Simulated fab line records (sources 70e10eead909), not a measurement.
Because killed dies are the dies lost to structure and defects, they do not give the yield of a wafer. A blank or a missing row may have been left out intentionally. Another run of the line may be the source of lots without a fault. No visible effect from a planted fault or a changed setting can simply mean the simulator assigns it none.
fab line records	flow nand-harc
record: lots: 13	wafers: 39	last-day: 25
route steps=1159 shown P_ZERO_WELL@56 P_STI@87 P_GATE@205 P_CONTACT@233 END@1159
lots that met no fault: from a run of the same line without faults
start-h: start of the lot's first displayed wafer, in hours after the record's first day	wait-h: hours from the lot's prior step to this one	" the same as in the row above	L1.1+2: a single row standing in for several wafers	- no value, or no start was given	* or withheld: withheld	< > ~ a bound
route shown NAME@n: a module of which the file shows steps, and the number in the route of the first	usual: mean/standard deviation of fault-free wafers	same: alike in all rows	chamber/n: place in a boat	sites: per-site readings	_std_site: standard deviation across them	_edge_site: outer sites' mean less inner sites'	radius-mm: how far each site lies from the wafer's centre	mask NAME#n: copy n	behind: the tool/chamber that last shaped the wafer	hold: why the lot went on hold/how many hours it stayed there/how the hold came to an end	device: which transistor (n, p or np) failed to switch	end of line: the same wafers' tests at the end of the route	a step without rows: its recipe alone	killed: not the wafer's yield, but the dies lost to structure and defects at the first sort	map: the dies of a wafer, with x for killed, . for not killed, _ for no die there
set.NAME: the setting the step ran with; set.NAME@STEP: the setting that earlier step ran with	model.NAME: the simulator's own value behind a step, which no gauge read
a sample of lots followed through the steps of the route, with each step as a table and each wafer as a row
services: a tool's chamber out of use, with start hour (start-h, from the record's first day; less than 0 if before it), hours out, and reason
== steps ==
step: NHARC_P_ZERO_WELL_EXPOSE_49
recipe: na: 0.6	target-cd-nm: 2000	dose-mj: 22.64	mask-id: P_HVPW
same: na: 0.6
lot.wafer	tool	chamber	start-h	wait-h	mask
L180.3+5+6	krf-scanner-02	0	23.58	-	P_HVPW#0
L181.1+2+5	krf-scanner-01	0	29.71	-	P_HVPW#0
L182.2+3+4	krf-scanner-02	0	35.74	-	P_HVPW#0
L184.1+5+6	krf-scanner-02	0	47.75	-	P_HVPW#0
L185.1+2+3	krf-scanner-03	0	53.70	-	P_HVPW_R1#0
L193.1+3+5	krf-scanner-02	0	101.47	-	P_HVPW#0
L194.2+3+6	krf-scanner-01	0	107.58	-	P_HVPW#0
L195.1+2+6	krf-scanner-03	0	113.91	-	P_HVPW#0
L196.2+3+4	krf-scanner-01	0	119.64	-	P_HVPW#0
L198.3+4+5	krf-scanner-02	0	131.34	-	P_HVPW#0
L199.1+2+3	krf-scanner-03	0	137.71	-	P_HVPW#0
L200.2+4+6	krf-scanner-03	0	143.47	-	P_HVPW#0
L202.2+3+6	krf-scanner-02	0	155.48	-	P_HVPW#0
step: NHARC_P_ZERO_WELL_CD_MEAS_52
recipe: target-cd-nm: 2000	landing-energy-ev: 500
usual: cd-nm: 1999.6/2.5
lot.wafer	tool	chamber	start-h	wait-h	cd-nm
L180.3	cd-sem-03	0	23.73	-	2000.2
L180.5	"	0	"	"	2001.1
L180.6	"	0	"	"	2004.5
L181.1	cd-sem-01	0	29.87	-	1997.6
L181.2	"	0	"	"	2002.4
L181.5	"	0	"	"	2001.1
L182.2	cd-sem-03	0	35.90	-	2000.8
L182.3	"	0	"	"	2000.5
L182.4	"	0	"	"	2003.6
L184.1	cd-sem-01	0	47.91	-	1998.3
L184.5	"	0	"	"	2001.0
L184.6	"	0	"	"	1998.5
L185.1	cd-sem-03	0	53.86	-	1445.9
L185.2	"	0	"	"	1442.8
L185.3	"	0	"	"	1447.4
L193.1	cd-sem-03	0	101.63	-	2000.8
L193.3	"	0	"	"	2001.2
L193.5	"	0	"	"	2005.0
L194.2	cd-sem-03	0	107.73	-	1998.0
L194.3	"	0	"	"	1995.9
L194.6	"	0	"	"	1998.6
L195.1	cd-sem-03	0	114.07	-	2005.2
L195.2	"	0	"	"	2002.8
L195.6	"	0	"	"	1999.4
L196.2	cd-sem-01	0	119.80	-	1997.8
L196.3	"	0	"	"	1997.2
L196.4	"	0	"	"	2002.5
L198.3	cd-sem-01	0	131.49	-	1998.6
L198.4	"	0	"	"	1997.6
L198.5	"	0	"	"	1996.6
L199.1	cd-sem-02	0	137.87	-	2000.2
L199.2	"	0	"	"	1996.5
L199.3	"	0	"	"	1993.3
L200.2	cd-sem-03	0	143.62	-	1998.2
L200.4	"	0	"	"	1998.4
L200.6	"	0	"	"	2000.2
L202.2	cd-sem-03	0	155.64	-	1999.0
L202.3	"	0	"	"	1998.4
L202.6	"	0	"	"	1997.3
step: NHARC_P_STI_DESCUM_14
recipe: time-s: 3	o2-flow-sccm: 200	ar-flow-sccm: 0	bias-power-w: 0	chemistry: O2
usual: drypump-motor-current-A: 5.7/0.45	oes-product-au: 1.001/0.0097	rf-vpp-V: 57.8/0.95	showerhead-plenum-p-Torr: 1.93/0.088	throttle-valve-pct: 11.313/0.0083
lot.wafer	tool	chamber	start-h	wait-h	drypump-motor-current-A	oes-product-au	rf-hours-counter-h	rf-vpp-V	showerhead-plenum-p-Torr	throttle-valve-pct
L180.3	rie-diel-10	1	38.66	-	6.1	1.021	1.2	57.8	2.04	11.320
L180.6	"	2	"	"	5.6	0.995	-	57.5	1.87	11.306
L180.5	"	3	"	"	5.6	0.998	-	58.1	2.01	11.321
L182.2	rie-diel-12	3	50.37	-	5.6	1.018	0.4	58.1	2.06	11.303
L182.3	"	0	"	"	5.0	0.996	0.3	57.6	1.98	11.310
L182.4	"	3	"	"	5.6	1.018	-	57.7	2.06	11.314
L181.2	rie-diel-02	3	50.53	-	5.8	1.009	4.5	57.7	2.05	11.307
L181.1	"	2	"	"	6.3	0.984	3.3	57.9	1.91	11.300
L181.5	"	3	"	"	5.8	1.001	-	58.1	2.05	11.313
L184.1	rie-diel-02	0	66.65	-	5.7	1.011	5.5	58.1	1.94	11.304
L184.5	"	1	"	"	5.6	0.997	-	59.7	1.79	11.313
L184.6	"	2	"	"	6.3	0.990	-	57.3	1.91	11.308
L193.1	rie-diel-12	0	120.68	-	5.0	1.008	2.2	58.8	1.98	11.309
L193.3	"	1	"	"	5.2	1.004	1.9	56.6	1.87	11.319
L193.5	"	1	"	"	5.2	0.995	-	56.7	1.87	11.323
L194.2	rie-diel-10	3	125.26	-	5.6	1.021	3.6	57.2	2.01	11.312
L194.3	"	0	"	"	6.0	0.997	3.9	57.6	1.79	11.327
L194.6	"	3	"	"	5.5	1.027	-	59.4	2.01	11.315
L195.1	rie-diel-12	1	131.55	-	5.2	1.015	2.1	58.3	1.87	11.314
L195.2	"	3	"	"	5.6	1.014	2.5	58.8	2.06	11.321
L195.6	"	0	"	"	5.0	1.003	-	58.0	1.98	11.305
L196.2	rie-diel-10	0	138.29	-	6.0	1.013	4.4	57.3	1.79	11.312
L196.3	"	1	"	"	6.2	1.012	4.5	58.5	2.03	11.298
L196.4	"	2	"	"	5.6	0.987	4.6	57.5	1.87	11.317
L199.3	rie-diel-12	0	152.10	-	5.0	1.001	2.9	57.8	1.98	11.307
L199.2	"	1	"	"	5.2	1.004	2.7	57.0	1.87	11.318
L199.1	"	2	"	"	6.4	1.002	3.0	57.0	1.88	11.313
L198.3	rie-diel-10	0	152.27	-	6.0	0.992	5.2	57.9	1.79	11.320
L198.4	"	2	"	"	5.6	0.981	5.4	56.7	1.87	11.301
L198.5	"	0	"	"	6.0	1.001	-	56.3	1.79	11.301
L200.4	rie-diel-02	3	163.60	-	5.8	0.991	0.1	57.6	2.05	11.308
L200.2	"	1	"	"	5.6	1.001	0.0	57.7	1.79	11.326
L200.6	"	0	"	"	5.7	1.013	-	58.4	1.94	11.315
L202.3	rie-diel-02	3	174.60	-	5.8	0.989	1.5	58.5	2.05	11.317
L202.2	"	0	"	"	5.7	0.990	1.5	58.3	1.94	11.305
L202.6	"	1	"	"	5.6	1.000	-	56.5	1.79	11.309
step: NHARC_P_GATE_STRIP_95
recipe: power-w: 1500	temp-c: 250	chemistry: O2
usual: drypump-motor-current-A: 5.61/0.26	heater-power-w: 352/47
lot.wafer	tool	chamber	start-h	wait-h	drypump-motor-current-A	heater-power-w	rf-hours-counter-h
L180.3	plasma-asher-01	0	109.96	0.3	5.73	394	-
L180.6	"	1	"	"	5.35	300	-
L180.5	"	0	"	"	5.76	403	-
L181.2	plasma-asher-02	1	120.60	0.6	6.01	326	36
L181.1	"	0	"	"	5.35	412	36
L181.5	"	1	"	"	6.00	317	-
L182.2	plasma-asher-02	0	121.89	0.6	5.36	405	38
L182.4	"	0	"	"	5.36	403	-
L182.3	"	1	"	"	5.99	318	-
L184.1	plasma-asher-02	0	130.47	0.5	5.34	406	40
L184.6	"	1	"	"	6.02	327	-
L184.5	"	0	"	"	5.36	404	-
L194.2	plasma-asher-01	1	188.16	0.6	5.36	297	30
L194.3	"	1	"	"	5.40	297	-
L194.6	"	1	"	"	5.38	303	-
L193.1	plasma-asher-02	0	195.56	0.5	5.35	385	2
L193.3	"	0	"	"	5.34	394	-
L193.5	"	0	"	"	5.34	394	-
L195.2	plasma-asher-01	0	201.18	0.6	5.75	403	39
L195.1	"	1	"	"	5.39	298	39
L195.6	"	0	"	"	5.73	397	-
L196.2	plasma-asher-01	0	207.21	0.6	5.77	393	41
L196.3	"	0	"	"	5.76	401	-
L196.4	"	1	"	"	5.38	291	-
L199.1	plasma-asher-02	1	218.32	0.6	6.02	319	11
L199.2	"	0	"	"	5.35	384	11
L199.3	"	1	"	"	6.02	310	-
L198.3	plasma-asher-02	0	219.41	0.4	5.34	389	-
L198.4	"	1	"	"	6.00	319	-
L198.5	"	1	"	"	6.00	303	-
L200.2	plasma-asher-01	0	233.02	0.6	5.74	395	48
L200.4	"	0	"	"	5.76	404	-
L200.6	"	1	"	"	5.35	305	-
L202.2	plasma-asher-01	1	247.83	0.5	5.39	305	52
L202.3	"	0	"	"	5.73	403	-
L202.6	"	1	"	"	5.42	304	-
step: NHARC_P_CONTACT_OVL_MEAS_13
usual: overlay-x-nm: -0.2/0.96	overlay-y-nm: 0.2/0.95
lot.wafer	tool	chamber	start-h	wait-h	overlay-x-nm	overlay-y-nm
L180.3	overlay-02	-	113.56	-	1.9	1.1
L180.5	"	-	"	"	2.0	0.8
L180.6	"	-	"	"	1.4	1.0
L181.1	overlay-01	-	124.35	-	-1.1	1.1
L181.2	"	-	"	"	-0.6	1.0
L181.5	"	-	"	"	0.0	1.6
L182.2	overlay-02	-	125.32	-	-1.2	-0.2
L182.3	"	-	"	"	-1.4	-0.9
L182.4	"	-	"	"	-0.8	-0.6
L184.1	overlay-01	-	134.03	-	0.7	1.5
L184.5	"	-	"	"	0.8	1.9
L184.6	"	-	"	"	0.9	0.9
L194.2	overlay-01	-	191.56	-	-0.8	0.0
L194.3	"	-	"	"	-1.2	-0.3
L194.6	"	-	"	"	-0.4	-0.3
L193.1	overlay-02	-	199.02	-	-0.2	-0.2
L193.3	"	-	"	"	0.6	-0.3
L193.5	"	-	"	"	-0.1	-0.7
L195.1	overlay-02	-	204.59	-	-0.5	0.1
L195.2	"	-	"	"	-0.6	0.1
L195.6	"	-	"	"	-0.6	-0.3
L196.2	overlay-02	-	210.62	-	0.1	-0.9
L196.3	"	-	"	"	0.7	-1.1
L196.4	"	-	"	"	-0.2	-1.6
L199.1	overlay-01	-	221.73	-	0.5	0.4
L199.2	"	-	"	"	0.1	1.0
L199.3	"	-	"	"	0.3	0.6
L198.3	overlay-02	-	222.99	-	0.9	0.2
L198.4	"	-	"	"	0.9	0.3
L198.5	"	-	"	"	0.4	-0.1
L200.2	overlay-02	-	236.75	-	-0.5	-0.7
L200.4	"	-	"	"	-1.1	-0.3
L200.6	"	-	"	"	-1.1	-1.4
L202.2	overlay-01	-	251.40	-	-1.1	-0.6
L202.3	"	-	"	"	-1.4	-0.1
L202.6	"	-	"	"	-1.1	-0.1
step: NHARC_END_SORT_01
recipe: temp-c: 25
usual: killed-at-array: 27/10	killed-at-other: 0.6/0.96	killed-at-periphery: 3.4/2.7	killed-dies: 31/10	killed-open: 2.9/1.8	killed-short: 1.8/1.4
same: gross-dies: 677
lot.wafer	tool	chamber	start-h	wait-h	killed-at-array	killed-at-other	killed-at-periphery	killed-dies	killed-open	killed-short
L185.1	prober-01	0	472.96	2.5	32	0	645	677	2	3
L185.2	prober-01	0	473.76	2.8	34	0	643	677	1	0
L185.3	prober-01	0	474.55	3.1	47	0	629	676	3	1
killed by level:class
L185.1 P_ZERO_WELL:area-expose=643 A_CHANNEL_HOLE_D1:chamber-film-flake=9 A_SLIT:chamber-film-flake=9 A_BLC:chamber-film-flake=5 A_STAIRCASE:chamber-film-flake=3 P_M0:geometric-particle:short=1 A_ONON_D1:geometric-particle:short=1 A_WL_FILL:geometric-particle:open=1
L185.2 P_ZERO_WELL:area-expose=642 A_SLIT:chamber-film-flake=17 A_CHANNEL_HOLE_D1:chamber-film-flake=6 A_STAIRCASE:chamber-film-flake=4 A_ZERO_WELL:chamber-film-flake=2 A_WL_FILL:chamber-film-flake=2 A_BLC:chamber-film-flake=2 P_STI:geometric-particle:open=1
L185.3 P_ZERO_WELL:area-expose=625 A_CHANNEL_HOLE_D1:chamber-film-flake=19 A_SLIT:chamber-film-flake=10 A_WL_FILL:chamber-film-flake=6 A_BLC:chamber-film-flake=4 A_STAIRCASE:chamber-film-flake=4 A_ZERO_WELL:chamber-film-flake=2 P_CONTACT:geometric-particle:open=1
== services ==
tool	chamber	start-h	hours	kind
krf-scanner-01	-	5.24	0.3	repair
plasma-asher-02	-	6.19	9.0	pm
rie-diel-10	3	13.93	7.2	repair
rie-diel-02	2	15.74	2.4	repair
rie-diel-12	-	25.40	9.0	pm
krf-scanner-02	-	38.00	4.0	pm
rie-diel-12	1	49.80	4.5	repair
krf-scanner-03	-	51.04	1.8	repair
rie-diel-12	-	86.55	0.7	repair
plasma-asher-01	-	99.89	9.0	pm
plasma-asher-02	-	149.18	6.1	repair
rie-diel-02	-	150.70	9.0	pm
krf-scanner-03	-	168.01	4.0	pm
krf-scanner-02	-	170.53	0.7	repair
rie-diel-10	-	176.52	9.0	pm
krf-scanner-03	-	177.89	1.9	repair
rie-diel-02	2	193.43	27.5	repair
krf-scanner-03	-	194.44	0.3	repair
rie-diel-02	0	196.45	85.4	repair
rie-diel-10	1	197.07	26.2	repair
rie-diel-12	-	202.41	9.0	pm
krf-scanner-02	-	210.00	4.0	pm
plasma-asher-01	-	215.93	5.4	repair
rie-diel-12	1	217.54	5.7	repair
== key ==
first-sign: step: NHARC_P_ZERO_WELL_EXPOSE_49	reading: mask	direction: changed
effect: step: NHARC_P_ZERO_WELL_CD_MEAS_52	reading: cd-nm	direction: down	sigmas: 99+	usual: 1999.6	struck: 1445.4
effect: step: NHARC_END_SORT_01	reading: killed-at-periphery	direction: up	sigmas: 99+	usual: 3.4	struck: 639
more-kills-born-at: NHARC_P_ZERO_WELL_EXPOSE_49@krf-scanner-03: 1910
met-at NHARC_P_ZERO_WELL_EXPOSE_49
struck-lots L185
later-rows-left-out L185.1,L185.2,L185.3
tester-left-out L185
not-acting-at NHARC_P_STI_DESCUM_14,NHARC_P_GATE_STRIP_95,NHARC_P_CONTACT_OVL_MEAS_13
fault: kind: wrong-mask	tool: any	chamber: -	onset-h: 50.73	steps: NHARC_P_ZERO_WELL_EXPOSE_49	aux-copy: P_HVPW_R1#0	cd-offset-nm: -556.33	scope: struck-lots-only
tester-left-out: of these lots the tester's yield and bins aren't shown, on N5 and GAA mostly nor the transistor test; their killed dies are dies lost to structure and defects alone, not to doping, threshold or leakage, so they don't give the yield
later-rows-left-out: the simulator's readings of these wafers behind a module that went badly wrong aren't trusted and aren't shown, but for the sort
